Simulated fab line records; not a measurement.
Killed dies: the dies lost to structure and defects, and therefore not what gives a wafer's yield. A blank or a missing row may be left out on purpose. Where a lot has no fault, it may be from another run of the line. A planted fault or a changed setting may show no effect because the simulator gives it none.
fab line records	flow nandHarc
[record] lots = 7	wafers = 19	lastDay = 33
route steps=1302 shown P_CONTACT@235 END@1302
lots with no fault: from the same line, run without faults
startH: hours from the record's first day to the start of the lot's first wafer shown	waitH: hours from the lot's prior step to this one	" as in the row above	L1.1+2: a single row standing in for several wafers	- either no value or no given start	* or withheld: withheld	< > ~ a bound
route shown NAME@n: NAME is a module with steps in the file, n the number in the route of the first one	usual: mean/standard deviation taken from wafers without a fault	same: alike in all rows	chamber/n: place in a boat	sites: readings site by site	_std_site: their standard deviation	_edge_site: outer sites' mean less inner sites'	radiusMm: for every site, how far away it sits from the centre of the wafer	mask NAME#n: copy n	behind: the most recent tool/chamber to have shaped the wafer	hold: what put the lot on hold/how long, in hours/how the hold closed	device: names the non-switching transistor (n, p or np)	end of line: the tests these same wafers got at the end of their route	for a step that has no rows: nothing shown but its recipe	killed: dies lost to structure and defects at the first sort, not the wafer's yield	map: dies across one wafer; x = killed, . = not, _ = none there
set.NAME: the run value of the setting; set.NAME@STEP: its run value at that earlier step	model.NAME: the simulator's own value behind a step, which no gauge read
a table for each step, a row for each wafer; lots at some steps of the route
services: a tool's chamber out of use, with start hour (startH, from the record's first day; less than 0 if before it), hours out, and reason
[[steps]]
[step NHARC_P_CONTACT_DESCUM_17]
[recipe] timeS = 3	o2FlowSccm = 200	arFlowSccm = 0	biasPowerW = 0	chemistry = O2
[step NHARC_P_CONTACT_ETCH_35]
[recipe] targetDepthA = 390	overEtchFrac = 0.3	timeS = 65	ionEnergyEv = 80	cf4FlowSccm = 150	arFlowSccm = 0	rfW = 300	biasW = 100	chemistry = CF4
[usual] cf4FlowSccm = 150.0/0.43	chamberPressureMTorr = 50.00/0.045	drypumpMotorCurrentA = 5.85/0.29	oesProductAu = 0.997/0.011	rfVppV = 151.4/1.3	showerheadPlenumPTorr = 1.77/0.072	throttleValvePct = 13.283/0.0083
lot.wafer	tool	chamber	startH	waitH	cf4FlowSccm	chamberPressureMTorr	drypumpMotorCurrentA	oesProductAu	rfHoursCounterH	rfVppV	showerheadPlenumPTorr	throttleValvePct
L398.4	rieDiel-05	0	165.00	0.1	150.2	50.01	5.39	0.990	6.0	149.9	1.66	13.280
L398.6	"	0	"	"	149.3	49.96	5.36	0.986	-	150.6	1.66	13.274
L399.1	rieDiel-10	0	180.90	0.1	150.2	50.03	5.78	0.983	2.2	153.1	1.85	13.283
L399.4	"	1	"	"	150.3	50.01	5.79	1.007	2.3	152.8	1.90	13.300
L399.2	"	2	"	"	149.9	50.05	5.93	0.980	2.5	150.2	1.71	13.283
L401.4	rieDiel-05	3	192.45	0.1	149.8	49.91	5.94	1.002	8.3	150.4	1.69	13.273
L401.6	"	1	"	"	150.8	49.99	5.62	0.994	-	152.6	1.76	13.277
L407.2	rieDiel-08	1	263.11	0.1	150.3	49.99	6.07	0.975	1.6	150.8	1.72	13.291
L407.3	"	3	"	"	149.3	49.95	6.23	0.991	1.5	151.4	1.83	13.274
L407.1	"	0	"	"	149.8	49.99	6.23	1.002	1.7	151.9	1.80	13.290
L410.4	rieDiel-10	1	288.31	0.1	149.9	49.92	5.80	1.004	1.8	153.4	1.90	13.280
L410.1	"	2	"	"	150.7	50.01	5.93	1.006	1.5	150.1	1.70	13.276
L410.5	"	2	"	"	149.9	49.99	5.93	1.004	-	150.3	1.70	13.272
L414.3	rieDiel-10	2	327.79	0.1	149.5	50.01	5.92	1.014	3.1	151.3	1.70	13.269
L414.2	"	0	"	"	150.4	50.05	5.78	0.983	3.0	153.2	1.85	13.283
L414.6	"	2	"	"	150.2	50.02	5.92	1.011	-	150.3	1.70	13.295
L416.3	rieDiel-10	3	348.44	0.1	150.0	49.98	6.01	1.002	4.3	151.6	1.73	13.284
L416.1	"	0	"	"	149.9	50.06	5.79	0.983	3.8	153.1	1.85	13.282
L416.6	"	3	"	"	149.6	50.03	6.05	1.005	-	151.0	1.73	13.287
[step NHARC_P_CONTACT_ETCH_36]
[recipe] targetDepthA = 2600	overEtchFrac = 0.25	timeS = 406.25	ionEnergyEv = 200	n2FlowSccm = 150	h2FlowSccm = 150	arFlowSccm = 0	rfW = 400	biasW = 150	chemistry = N2/H2
[step NHARC_P_CONTACT_ETCH_18]
[recipe] targetDepthA = 4810	timeS = 240.5	c4f8FlowSccm = 20	o2FlowSccm = 10	arFlowSccm = withheld	rfW = 600	biasW = 1500	chemistry = C4F8/O2/Ar
[step NHARC_P_CONTACT_STRIP_37]
[recipe] c4f8FlowSccm = withheld	o2FlowSccm = 8	arFlowSccm = withheld	biasW = 0	chemistry = C4F8/O2/Ar
[step NHARC_P_CONTACT_ETCH_31]
[recipe] targetDepthA = 300	timeS = 85.7	ionEnergyEv = 120	overEtchFrac = 1	ch3fFlowSccm = 50	o2FlowSccm = 30	arFlowSccm = 200	rfW = 500	biasW = 100	chemistry = CH3F/O2
[usual] ch3fFlowSccm = 50.00/0.16	chamberPressureMTorr = 25.002/0.02	drypumpMotorCurrentA = 5.87/0.29	o2FlowSccm = 29.99/0.1	oesProductAu = 0.971/0.018	rfVppV = 244.4/1.6	showerheadPlenumPTorr = 2.46/0.1	throttleValvePct = 20.663/0.009
lot.wafer	tool	chamber	startH	waitH	ch3fFlowSccm	chamberPressureMTorr	drypumpMotorCurrentA	o2FlowSccm	oesProductAu	rfHoursCounterH	rfVppV	showerheadPlenumPTorr	throttleValvePct
L398.4	rieDiel-05	0	-	-	50.16	25.039	5.36	30.28	0.974	6.3	242.1	2.31	20.649
L398.6	"	1	"	"	50.03	25.004	5.60	30.14	0.981	-	242.9	2.45	20.656
L399.1	rieDiel-10	1	-	-	49.80	24.957	5.80	30.04	0.981	2.6	245.8	2.65	20.665
L399.2	"	3	"	"	49.98	24.988	6.03	30.04	0.968	2.8	243.5	2.40	20.673
L399.4	"	0	"	"	49.96	25.016	5.79	30.07	0.960	2.4	245.0	2.57	20.656
L401.4	rieDiel-05	1	-	-	49.93	25.030	5.61	29.94	0.968	7.5	245.4	2.45	20.671
L401.6	"	2	"	"	49.85	25.020	6.20	30.19	0.963	-	245.7	2.50	20.655
L407.1	rieDiel-08	1	-	-	50.27	24.988	6.09	30.12	0.970	1.9	243.7	2.38	20.664
L407.2	"	3	"	"	50.08	24.982	6.24	29.98	0.969	1.8	246.1	2.54	20.663
L407.3	"	0	"	"	50.02	25.011	6.26	29.97	0.982	1.9	245.0	2.50	20.668
L410.4	rieDiel-10	2	-	-	50.00	25.020	5.93	29.86	0.991	1.7	243.3	2.37	20.660
L410.1	"	0	"	"	49.64	24.989	5.80	30.06	0.971	2.2	246.7	2.57	20.672
L410.5	"	3	"	"	49.75	25.011	6.04	29.88	0.989	-	244.1	2.40	20.647
L414.2	rieDiel-10	3	-	-	49.83	24.996	6.04	29.95	0.977	3.5	242.1	2.40	20.668
L414.3	"	1	"	"	50.08	25.045	5.81	29.95	0.949	4.0	246.2	2.65	20.667
L414.6	"	0	"	"	49.93	25.018	5.77	29.92	0.936	-	246.8	2.57	20.654
L416.3	rieDiel-10	0	-	-	50.21	25.007	5.76	29.87	0.904	4.0	245.8	2.57	20.673
L416.1	"	1	"	"	50.29	25.020	5.79	29.92	0.930	4.7	246.4	2.65	20.664
L416.6	"	2	"	"	50.06	24.974	5.92	29.97	0.940	-	242.6	2.36	20.654
[step NHARC_P_CONTACT_CD_MEAS_19]
[usual] cdNm = 89.7/1.6
lot.wafer	tool	chamber	startH	waitH	cdNm
L398.4	cdSem-01	-	165.79	-	90.2
L398.6	"	-	"	"	91.2
L399.1	cdSem-03	-	181.68	-	88.5
L399.2	"	-	"	"	90.3
L399.4	"	-	"	"	89.3
L401.4	cdSem-01	-	193.23	-	92.5
L401.6	"	-	"	"	90.6
L407.1	cdSem-02	-	263.89	-	89.1
L407.2	"	-	"	"	91.4
L407.3	"	-	"	"	91.9
L410.1	cdSem-01	-	289.10	-	86.8
L410.4	"	-	"	"	87.6
L410.5	"	-	"	"	88.2
L414.2	cdSem-02	-	328.57	-	89.7
L414.3	"	-	"	"	89.9
L414.6	"	-	"	"	90.0
L416.1	cdSem-03	-	349.72	-	87.7
L416.3	"	-	"	"	86.9
L416.6	"	-	"	"	87.4
[step NHARC_P_CONTACT_STRIP_28]
[recipe] o2FlowSccm = 500	arFlowSccm = 0	biasW = 0	chemistry = O2
[step NHARC_P_CONTACT_STRIP_29]
[recipe] timeS = 1200	tempC = 72.5	chemistry = postEtchResidueRemover
[step NHARC_P_CONTACT_DEGAS_38]
[recipe] tempC = 300	timeS = 60
[usual] heaterPowerW = 494/60
lot.wafer	tool	chamber	startH	waitH	heaterPowerW
L398.4	pvdSputter-01	-	166.56	-	512
L398.6	"	-	"	"	553
L399.2	pvdSputter-02	-	182.40	-	407
L399.1	"	-	"	"	449
L399.4	"	-	"	"	467
L401.4	pvdSputter-01	-	193.95	-	497
L401.6	"	-	"	"	493
L407.1	pvdSputter-02	-	264.60	-	479
L407.2	"	-	"	"	400
L407.3	"	-	"	"	437
L410.4	pvdSputter-01	-	289.83	-	524
L410.1	"	-	"	"	520
L410.5	"	-	"	"	540
L414.3	pvdSputter-03	-	329.29	-	393
L414.2	"	-	"	"	485
L414.6	"	-	"	"	411
L416.1	pvdSputter-02	-	350.43	-	472
L416.3	"	-	"	"	440
L416.6	"	-	"	"	473
[step NHARC_P_CONTACT_PRE_CLEAN_39]
[recipe] timeS = 19.5	biasV = 250	gas = Ar
[step NHARC_P_CONTACT_PVD_32]
[recipe] targetThkA = 50	chamberPressurePa = 5	powerW = 5000	substrateTempC = 200	timeS = 17.7	material = Ti
[usual] throttleValvePct = 30.0/1
lot.wafer	tool	chamber	startH	waitH	throttleValvePct
L398.4	pvdSputter-01	-	-	-	32.0
L398.6	"	-	"	"	29.8
L399.4	pvdSputter-02	-	-	-	30.9
L399.1	"	-	"	"	29.6
L399.2	"	-	"	"	30.8
L401.4	pvdSputter-01	-	-	-	29.8
L401.6	"	-	"	"	30.7
L407.2	pvdSputter-02	-	-	-	29.9
L407.1	"	-	"	"	30.9
L407.3	"	-	"	"	29.8
L410.1	pvdSputter-01	-	-	-	31.2
L410.4	"	-	"	"	30.3
L410.5	"	-	"	"	31.4
L414.3	pvdSputter-03	-	-	-	29.1
L414.2	"	-	"	"	28.4
L414.6	"	-	"	"	29.1
L416.3	pvdSputter-02	-	-	-	31.5
L416.1	"	-	"	"	29.6
L416.6	"	-	"	"	31.3
[step NHARC_P_CONTACT_ALD_22]
[recipe] targetThkA = 30	pulseTimeS = 1	aldCycles = 150	tempC = 450	material = TiN
[usual] aldCycles = 150/0	heaterPowerW = 1074/78	precursorPulseHeightRel = 1.000/0.019
lot.wafer	tool	chamber	startH	waitH	aldCycles	heaterPowerW	precursorPulseHeightRel
L398.4	aldMetal-04	2	166.77	-	73	1129	0.945
L398.6	"	2	"	"	150	1096	1.010
L399.1	aldMetal-04	1	182.64	-	150	1029	1.014
L399.2	"	3	"	"	150	1090	0.999
L399.4	"	0	"	"	73	982	0.977
L401.4	aldMetal-04	1	194.19	-	73	1047	0.995
L401.6	"	1	"	"	150	1044	0.998
L407.1	aldMetal-02	2	264.85	-	150	1105	1.000
L407.2	"	3	"	"	150	1033	0.977
L407.3	"	1	"	"	150	1185	1.022
L410.1	aldMetal-04	1	290.07	-	150	1063	1.013
L410.4	"	2	"	"	150	1077	0.988
L410.5	"	0	"	"	150	965	0.997
L414.2	aldMetal-02	1	329.57	-	150	1183	0.989
L414.3	"	3	"	"	150	1039	1.014
L414.6	"	0	"	"	150	1262	1.018
L416.3	aldMetal-04	3	350.69	-	150	1085	1.011
L416.1	"	0	"	"	150	943	1.019
L416.6	"	3	"	"	150	1074	1.000
[step NHARC_P_CONTACT_CVD_23]
[recipe] targetThkA = 2000	tempC = 300	pressureTorr = 40	wf6FlowSccm = 40	h2FlowSccm = 1600	arFlowSccm = 1560	timeS = 557	material = W
[usual] heaterPowerW = 492/32	throttleValvePct = 8.1/0.31
lot.wafer	tool	chamber	startH	waitH	heaterPowerW	throttleValvePct
L398.4	cvdW-02	1	-	-	522	7.7
L398.6	"	1	"	"	518	7.9
L399.1	cvdW-01	0	-	-	428	8.0
L399.2	"	1	"	"	519	9.0
L399.4	"	1	"	"	516	8.5
L401.4	cvdW-02	1	-	-	516	7.9
L401.6	"	1	"	"	508	7.8
L407.1	cvdW-01	1	-	-	518	8.3
L407.2	"	0	"	"	432	7.9
L407.3	"	0	"	"	425	7.8
L410.1	cvdW-01	1	-	-	517	8.7
L410.4	"	1	"	"	521	8.6
L410.5	"	0	"	"	428	7.9
L414.2	cvdW-02	0	-	-	486	8.0
L414.3	"	0	"	"	489	7.9
L414.6	"	1	"	"	531	7.7
L416.1	cvdW-02	0	-	-	484	8.0
L416.3	"	1	"	"	521	7.7
L416.6	"	1	"	"	526	7.5
[step NHARC_END_SORT_01]
[recipe] tempC = 25
[usual] killedAtArray = 55/20	killedAtOther = 0.7/0.96	killedAtPeriphery = 4.1/2.4	killedDies = 60/20	killedOpen = 3.3/1.9	killedShort = 2.8/1.6
[same] grossDies = 677
lot.wafer	tool	chamber	startH	waitH	killedAtArray	killedAtOther	killedAtPeriphery	killedDies	killedOpen	killedShort
L398.4	prober-01	0	609.46	3.4	93	0	584	677	2	3
L399.4	prober-01	0	623.49	3.3	73	0	604	677	5	5
L401.4	prober-01	0	656.93	3.4	79	1	597	677	1	2
L407.1	prober-02	0	713.48	2.5	65	0	2	67	0	4
L407.2	prober-02	0	714.28	2.8	72	1	8	81	8	3
L407.3	prober-02	0	715.08	3.1	63	0	3	66	8	3
L410.1	prober-01	0	740.31	2.5	76	0	5	81	2	2
L410.4	prober-01	0	742.72	3.4	65	0	4	69	3	1
L410.5	prober-01	0	743.52	3.7	60	1	5	66	1	2
// killed by level:class
L398.4 P_CONTACT:areaAld=582 A_CHANNEL_HOLE_D1:chamberFilmFlake=34 A_SLIT:chamberFilmFlake=24 A_CONTACT:chamberFilmFlake=14 A_CHANNEL_HOLE_D2:chamberFilmFlake=11 A_CHANNEL_FILL_D2:chamberFilmFlake=3 P_STI:geometricParticle:open=1 A_ONON_D1:geometricParticle:short=1
L399.4 P_CONTACT:areaAld=601 A_SLIT:chamberFilmFlake=29 A_CHANNEL_HOLE_D2:chamberFilmFlake=26 A_WL_FILL:geometricParticle:open=2 P_BONDPAD:chamberFilmFlake=2 A_WL_FILL:chamberFilmFlake=2 A_CONTACT:chamberFilmFlake=2 A_ONON_D1:geometricParticle:open=1
L401.4 P_CONTACT:areaAld=593 A_CHANNEL_HOLE_D1:chamberFilmFlake=31 A_SLIT:chamberFilmFlake=25 A_CHANNEL_HOLE_D2:chamberFilmFlake=11 A_STAIRCASE:chamberFilmFlake=4 A_WL_FILL:chamberFilmFlake=2 A_CONTACT:chamberFilmFlake=2 A_DECK1_JOINT:geometricParticle:short=1
L407.1 A_CHANNEL_HOLE_D1:chamberFilmFlake=29 A_CHANNEL_HOLE_D2:chamberFilmFlake=21 A_CONTACT:chamberFilmFlake=4 A_SLIT:chamberFilmFlake=3 A_STAIRCASE:chamberFilmFlake=3 A_ONON_D1:geometricParticle:short=2 A_DECK1_JOINT:geometricParticle:short=1 A_M0:geometricParticle:short=1
L407.2 A_CHANNEL_HOLE_D1:chamberFilmFlake=34 A_CHANNEL_HOLE_D2:chamberFilmFlake=23 A_STAIRCASE:chamberFilmFlake=4 P_GATE:chamberFilmFlake=3 P_CONTACT:geometricParticle:open=2 A_ONON_D2:geometricParticle:open=2 A_M0:geometricParticle:open=2 A_SLIT:chamberFilmFlake=2
L407.3 A_CHANNEL_HOLE_D1:chamberFilmFlake=26 A_CHANNEL_HOLE_D2:chamberFilmFlake=20 A_M0:geometricParticle:open=3 A_CONTACT:chamberFilmFlake=3 P_CONTACT:geometricParticle:open=2 A_ONON_D1:geometricParticle:open=2 A_STAIRCASE:chamberFilmFlake=2 A_SLIT:chamberFilmFlake=2
L410.1 A_CHANNEL_HOLE_D1:chamberFilmFlake=29 A_CHANNEL_HOLE_D2:chamberFilmFlake=23 A_CONTACT:chamberFilmFlake=11 A_STAIRCASE:chamberFilmFlake=8 P_STI:chamberFilmFlake=3 A_SLIT:chamberFilmFlake=2 P_STI:geometricParticle:open=1 A_ONON_D1:geometricParticle:open=1
L410.4 A_CHANNEL_HOLE_D1:chamberFilmFlake=26 A_CHANNEL_HOLE_D2:chamberFilmFlake=21 A_STAIRCASE:chamberFilmFlake=6 A_SLIT:chamberFilmFlake=5 P_STI:chamberFilmFlake=2 P_GATE:chamberFilmFlake=2 A_WL_FILL:chamberFilmFlake=2 A_DECK1_JOINT:geometricParticle:short=1
L410.5 A_CHANNEL_HOLE_D1:chamberFilmFlake=23 A_CHANNEL_HOLE_D2:chamberFilmFlake=19 A_STAIRCASE:chamberFilmFlake=7 A_CONTACT:chamberFilmFlake=5 P_STI:chamberFilmFlake=2 P_GATE:chamberFilmFlake=2 A_SLIT:chamberFilmFlake=2 A_ONON_D1:geometricParticle:short=1
// map L398.4 (x killed, . not)
____________x____________
_________xxxxxxx_________
_______xxxxxxxxxxx_______
______xxxxxxxxxxxxx______
_____xxxxxxxxxxxxxxx_____
____xxxxxxxxxxxxxxxxx____
____xxxxxxxxxxxxxxxxx____
___xxxxxxxxxxxxxxxxxxx___
___xxxxxxxxxxxxxxxxxxx___
__xxxxxxxxxxxxxxxxxxxxx__
__xxxxxxxxxxxxxxxxxxxxx__
_xxxxxxxxxxxxxxxxxxxxxxx_
_xxxxxxxxxxxxxxxxxxxxxxx_
_xxxxxxxxxxxxxxxxxxxxxxx_
_xxxxxxxxxxxxxxxxxxxxxxx_
_xxxxxxxxxxxxxxxxxxxxxxx_
xxxxxxxxxxxxxxxxxxxxxxxxx
xxxxxxxxxxxxxxxxxxxxxxxxx
xxxxxxxxxxxxxxxxxxxxxxxxx
xxxxxxxxxxxxxxxxxxxxxxxxx
xxxxxxxxxxxxxxxxxxxxxxxxx
_xxxxxxxxxxxxxxxxxxxxxxx_
_xxxxxxxxxxxxxxxxxxxxxxx_
_xxxxxxxxxxxxxxxxxxxxxxx_
_xxxxxxxxxxxxxxxxxxxxxxx_
_xxxxxxxxxxxxxxxxxxxxxxx_
__xxxxxxxxxxxxxxxxxxxxx__
__xxxxxxxxxxxxxxxxxxxxx__
___xxxxxxxxxxxxxxxxxxx___
___xxxxxxxxxxxxxxxxxxx___
____xxxxxxxxxxxxxxxxx____
____xxxxxxxxxxxxxxxxx____
_____xxxxxxxxxxxxxxx_____
______xxxxxxxxxxxxx______
_______xxxxxxxxxxx_______
_________xxxxxxx_________
____________x____________
// map L399.4 (x killed, . not)
____________x____________
_________xxxxxxx_________
_______xxxxxxxxxxx_______
______xxxxxxxxxxxxx______
_____xxxxxxxxxxxxxxx_____
____xxxxxxxxxxxxxxxxx____
____xxxxxxxxxxxxxxxxx____
___xxxxxxxxxxxxxxxxxxx___
___xxxxxxxxxxxxxxxxxxx___
__xxxxxxxxxxxxxxxxxxxxx__
__xxxxxxxxxxxxxxxxxxxxx__
_xxxxxxxxxxxxxxxxxxxxxxx_
_xxxxxxxxxxxxxxxxxxxxxxx_
_xxxxxxxxxxxxxxxxxxxxxxx_
_xxxxxxxxxxxxxxxxxxxxxxx_
_xxxxxxxxxxxxxxxxxxxxxxx_
xxxxxxxxxxxxxxxxxxxxxxxxx
xxxxxxxxxxxxxxxxxxxxxxxxx
xxxxxxxxxxxxxxxxxxxxxxxxx
xxxxxxxxxxxxxxxxxxxxxxxxx
xxxxxxxxxxxxxxxxxxxxxxxxx
_xxxxxxxxxxxxxxxxxxxxxxx_
_xxxxxxxxxxxxxxxxxxxxxxx_
_xxxxxxxxxxxxxxxxxxxxxxx_
_xxxxxxxxxxxxxxxxxxxxxxx_
_xxxxxxxxxxxxxxxxxxxxxxx_
__xxxxxxxxxxxxxxxxxxxxx__
__xxxxxxxxxxxxxxxxxxxxx__
___xxxxxxxxxxxxxxxxxxx___
___xxxxxxxxxxxxxxxxxxx___
____xxxxxxxxxxxxxxxxx____
____xxxxxxxxxxxxxxxxx____
_____xxxxxxxxxxxxxxx_____
______xxxxxxxxxxxxx______
_______xxxxxxxxxxx_______
_________xxxxxxx_________
____________x____________
[[services]]
tool	chamber	startH	hours	kind
pvdSputter-01	-	141.20	0.8	repair
pvdSputter-03	-	153.36	22.0	repair
rieDiel-10	2	160.15	16.9	repair
aldMetal-02	-	171.12	0.5	repair
pvdSputter-03	-	175.37	10.0	pm
cvdW-02	-	178.78	1.1	repair
rieDiel-05	-	179.05	1.7	repair
rieDiel-08	3	184.47	3.8	repair
cvdW-01	-	185.42	13.0	pm
rieDiel-08	-	190.80	9.0	pm
rieDiel-10	0	204.64	2.4	repair
rieDiel-08	3	211.20	6.9	repair
pvdSputter-01	-	226.00	10.0	pm
rieDiel-05	-	229.63	9.0	pm
rieDiel-10	-	242.59	9.0	pm
aldMetal-04	1	244.96	14.1	repair
cvdW-02	-	269.00	13.0	pm
aldMetal-04	-	271.62	0.2	repair
pvdSputter-02	-	273.81	3.4	repair
pvdSputter-01	-	275.33	1.6	repair
pvdSputter-02	-	282.00	10.0	pm
aldMetal-04	-	296.00	10.0	pm
rieDiel-10	0	312.85	10.2	repair
aldMetal-04	3	314.60	4.8	repair
[[key]]
[firstSign] step = NHARC_P_CONTACT_ALD_22	reading = aldCycles	direction = down	sigmas = 99+	usual = 150	struck = 73
[effect] step = NHARC_END_SORT_01	reading = killedAtPeriphery	direction = up	sigmas = 99+	usual = 4.1	struck = 595
[moreKillsBornAt] NHARC_P_CONTACT_ALD_22@aldMetal-04 = 1776
metAt NHARC_P_CONTACT_ALD_22
struckWafers L398.4,L399.4,L401.4
laterRowsLeftOut L398.4,L399.4,L401.4
testerLeftOut L398,L399,L401
[fault] kind = processParameterDrift	tool = aldMetal-04	chamber = -	onsetH = 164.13	steps = NHARC_P_CONTACT_ALD_22	channel = aldCycles	offset = -77	shape = step	endH = 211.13	scope = struckWafersOnly	actsIn = theseRecipesOnly	stated = 150
// testerLeftOut: of these lots the tester's yield and bins aren't shown, on N5 and GAA mostly nor the transistor test; their killed dies are dies lost to structure and defects alone, not to doping, threshold or leakage, so they don't give the yield
// laterRowsLeftOut: the simulator's readings of these wafers behind a module that went badly wrong aren't trusted and aren't shown, but for the sort
